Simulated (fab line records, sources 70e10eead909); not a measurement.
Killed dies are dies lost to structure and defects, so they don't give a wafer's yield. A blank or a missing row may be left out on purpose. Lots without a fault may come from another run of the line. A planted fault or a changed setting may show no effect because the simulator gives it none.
Which tool did it? | flow nand_harc | 11 lots, 33 wafers sampled, at 5 steps of a route of 1159

WHAT THE GAUGES READ, wafer by wafer
NHARC_END_SORT_01.
lot  | measured     | on        | killed_at_array
L169 | day 19 12:08 | prober-01 | 7 10 7
L170 | day 19 19:04 | prober-02 | 32 27 34
L171 | day 20 09:52 | prober-01 | 20 22 20
L175 | day 21 12:28 | prober-02 | 23 18 28
L180 | day 22 04:53 | prober-01 | 31 28 30
L182 | day 22 14:40 | prober-01 | 35 42 34
L178 | day 22 13:45 | prober-02 | 29 24 36
L184 | day 23 07:37 | prober-01 | 24 24 40
L190 | day 24 17:51 | prober-02 | 14 14 14
L188 | day 25 10:47 | prober-02 | 18 17 22
L189 | day 25 19:43 | prober-02 | 35 31 35

WHICH TOOL RAN EACH LOT (tool, then ch and the chambers of the sampled wafers, then the start)
lot  | NHARC_A_CONTACT_ETCH_114             | NHARC_A_CONTACT_ETCH_96                       | NHARC_A_CONTACT_ETCH_102           | NHARC_A_CONTACT_STRIP_55
L169 | har_cap_etch-01 ch 0,1, day 16 11:18 | rie_diel-08 ch 1,2,3, day 16 13:14 or earlier | rie_diel-08 ch 0,2, day 16 13:14   | rie_diel-08 ch 1,2, day 19 12:08 or earlier
L170 | har_cap_etch-03 ch 1, day 16 21:41   | rie_diel-08 ch 0,1,2, day 16 23:36 or earlier | rie_diel-08 ch 1,2,3, day 16 23:36 | rie_diel-08 ch 0,2, day 19 19:04 or earlier
L171 | har_cap_etch-03 ch 0,1, day 17 07:48 | rie_diel-08 ch 0,2,3, day 17 09:43 or earlier | rie_diel-04 ch 0,2,3, day 17 09:43 | rie_diel-04 ch 0,1,3, day 20 09:52 or earlier
L175 | har_cap_etch-03 ch 0,1, day 18 14:00 | rie_diel-04 ch 0,1, day 18 15:36              | rie_diel-04 ch 0,1, day 18 16:16   | rie_diel-04 ch 0,1, day 21 12:28 or earlier
L180 | har_cap_etch-01 ch 0,1, day 19 04:05 | rie_diel-08 ch 1,2,3, day 19 06:11 or earlier | rie_diel-06 ch 1,2,3, day 19 06:11 | rie_diel-06 ch 0,2,3, day 22 04:53 or earlier
L182 | har_cap_etch-02 ch 0,1, day 19 18:13 | rie_diel-08 ch 0,2,3, day 19 20:25 or earlier | rie_diel-08 ch 0,1, day 19 20:25   | rie_diel-08 ch 1,2, day 19 20:31
L178 | har_cap_etch-03 ch 0,1, day 19 18:26 | rie_diel-08 ch 1,2,3, day 19 20:44 or earlier | rie_diel-08 ch 0,2,3, day 19 20:44 | rie_diel-08 ch 0,1,2, day 19 20:48
L184 | har_cap_etch-02 ch 0,1, day 20 04:39 | rie_diel-06 ch 0,1,2, day 20 06:41 or earlier | rie_diel-08 ch 1,2,3, day 20 06:41 | rie_diel-08 ch 1,2,3, day 20 06:46
L190 | har_cap_etch-03 ch 0,1, day 22 00:20 | rie_diel-04 ch 1,2,3, day 22 02:16 or earlier | rie_diel-08 ch 2,3, day 22 02:16   | rie_diel-08 ch 0,2,3, day 24 17:51 or earlier
L188 | har_cap_etch-02 ch 0,1, day 22 15:08 | rie_diel-08 ch 0,1,3, day 22 17:08 or earlier | rie_diel-08 ch 0,1,3, day 22 17:08 | rie_diel-08 ch 0,2,3, day 25 10:47 or earlier
L189 | har_cap_etch-02 ch 0,1, day 22 19:18 | rie_diel-04 ch 0,1,3, day 22 21:13 or earlier | rie_diel-04 ch 0,2,3, day 22 21:13 | rie_diel-04 ch 0,1,2, day 25 19:43 or earlier
- NHARC_A_CONTACT_ETCH_114: etches the open film in C4F8/O2/Ar, time 94 s, target depth 922 nm.
- NHARC_A_CONTACT_ETCH_96: etches the open film in C4F6/O2, target depth 20 nm, time 10 s.
- NHARC_A_CONTACT_ETCH_102: etches the open film in CF4/O2, target depth 70 nm, overetch 7 nm, time 38.5 s.
- NHARC_A_CONTACT_STRIP_55: strips in O2.

THE ANSWER, worked out from the rows above alone
Rule: what is usual is taken from the lots themselves. Put in order of their means at a reading, lots are off if they are a third of the lots or fewer, leave a main group of 4 or more, and stand apart from it by a gap of 3 or more times the standard deviation of the main group's means; of several such gaps the widest counts. A main group whose means are all the same, to the digits that the tables above print for the reading, isn't used. A lot without any number at a reading at which 4 lots or more have one is off too. The other lots that the step has rows for count as sound.
No lot is off at any reading shown: from this, nothing can be told.

WHAT THE SIMULATOR HAD PUT IN
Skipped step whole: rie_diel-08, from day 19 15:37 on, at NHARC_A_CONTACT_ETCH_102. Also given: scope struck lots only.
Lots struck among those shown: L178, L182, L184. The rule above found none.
